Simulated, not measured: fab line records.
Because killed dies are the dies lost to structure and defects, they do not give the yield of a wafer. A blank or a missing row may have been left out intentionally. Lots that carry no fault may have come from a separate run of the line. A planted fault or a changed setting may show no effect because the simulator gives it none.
Matching of chambers + flow nand-harc + rie-diel-13 running NHARC_A_BLC_DESCUM_15: 4 sister chambers
The step chemistry O2, time 3 s. 18 wafers are shown with their chamber, then 9 later ones without.

## EACH WAFER AND ITS CHAMBER
| wafer  | chamber | drypump-motor-current-A (A) | showerhead-plenum-p-Torr (Torr) | oes-product-au (a.u.) |
|--------|---------|-----------------------------|---------------------------------|-----------------------|
| L074.4 | 1       | 6.5                         | 1.81                            | 1.004                 |
| L074.5 | 2       | 5.2                         | 1.92                            | 1.006                 |
| L074.6 | 3       | 5.4                         | 1.97                            | 0.994                 |
| L075.1 | 0       | 5.8                         | 1.79                            | 1.021                 |
| L075.5 | 0       | 5.8                         | 1.79                            | 1.008                 |
| L075.6 | 1       | 6.5                         | 1.80                            | 1.017                 |
| L080.2 | 1       | 6.5                         | 1.80                            | 1.003                 |
| L080.3 | 0       | 5.8                         | 1.79                            | 1.009                 |
| L080.6 | 2       | 5.3                         | 1.92                            | 0.980                 |
| L082.2 | 3       | 5.4                         | 1.97                            | 0.990                 |
| L082.4 | 0       | 5.8                         | 1.79                            | 1.002                 |
| L082.5 | 0       | 5.8                         | 1.79                            | 0.998                 |
| L087.1 | 1       | 6.5                         | 1.80                            | 1.023                 |
| L087.5 | 2       | 5.3                         | 1.92                            | 0.992                 |
| L087.6 | 3       | 5.4                         | 1.96                            | 0.995                 |
| L090.1 | 3       | 5.4                         | 1.96                            | 0.999                 |
| L090.2 | 2       | 5.3                         | 1.92                            | 0.989                 |
| L090.6 | 1       | 6.5                         | 1.80                            | 1.023                 |

SIGNATURES (averages over the wafers above)
| reading                  | chamber 0 | chamber 1 | chamber 2 | chamber 3 | scatter within a chamber |
|--------------------------|-----------|-----------|-----------|-----------|--------------------------|
| drypump-motor-current-A  | 5.800     | 6.500     | 5.275     | 5.400     | 0.0231                   |
| showerhead-plenum-p-Torr | 1.7900    | 1.8020    | 1.9200    | 1.9650    | 0.00359                  |
| oes-product-au           | 1.00760   | 1.01400   | 0.99175   | 0.99450   | 0.00881                  |
Rule: a wafer's distance from a chamber is the root of the sum, over the readings, of the square of ((its reading less the chamber's mean) divided by the reading's scatter). If the next closest chamber is less than 2 further off than the closest, the wafer can't be placed; otherwise it belongs to the closest. The scatter: the root of (the sum of the squares of (reading less its chamber's mean) over the shown wafers, divided by (wafers less chambers)).

## WAFERS MISSING THEIR CHAMBER
| wafer  | drypump-motor-current-A (A) | showerhead-plenum-p-Torr (Torr) | oes-product-au (a.u.) |
|--------|-----------------------------|---------------------------------|-----------------------|
| L092.2 | 6.5                         | 1.80                            | 1.031                 |
| L092.3 | 5.3                         | 1.92                            | 0.994                 |
| L092.4 | 5.8                         | 1.79                            | 1.001                 |
| L093.2 | 6.5                         | 1.80                            | 1.009                 |
| L093.5 | 5.4                         | 1.96                            | 1.011                 |
| L093.6 | 5.8                         | 1.79                            | 1.010                 |
| L097.1 | 5.8                         | 1.79                            | 1.003                 |
| L097.2 | 5.4                         | 1.96                            | 1.015                 |
| L097.3 | 5.3                         | 1.92                            | 0.992                 |

## WHICH CHAMBER EACH ONE RAN IN
| wafer  | from the rows above | in truth |
|--------|---------------------|----------|
| L092.2 | 1                   | 1        |
| L092.3 | 2                   | 2        |
| L092.4 | 0                   | 0        |
| L093.2 | 1                   | 1        |
| L093.5 | 3                   | 3        |
| L093.6 | 0                   | 0        |
| L097.1 | 0                   | 0        |
| L097.2 | 3                   | 3        |
| L097.3 | 2                   | 2        |
9 of 9 placed correctly. From these rows, 0 cannot be placed. Wrongly placed: 0.
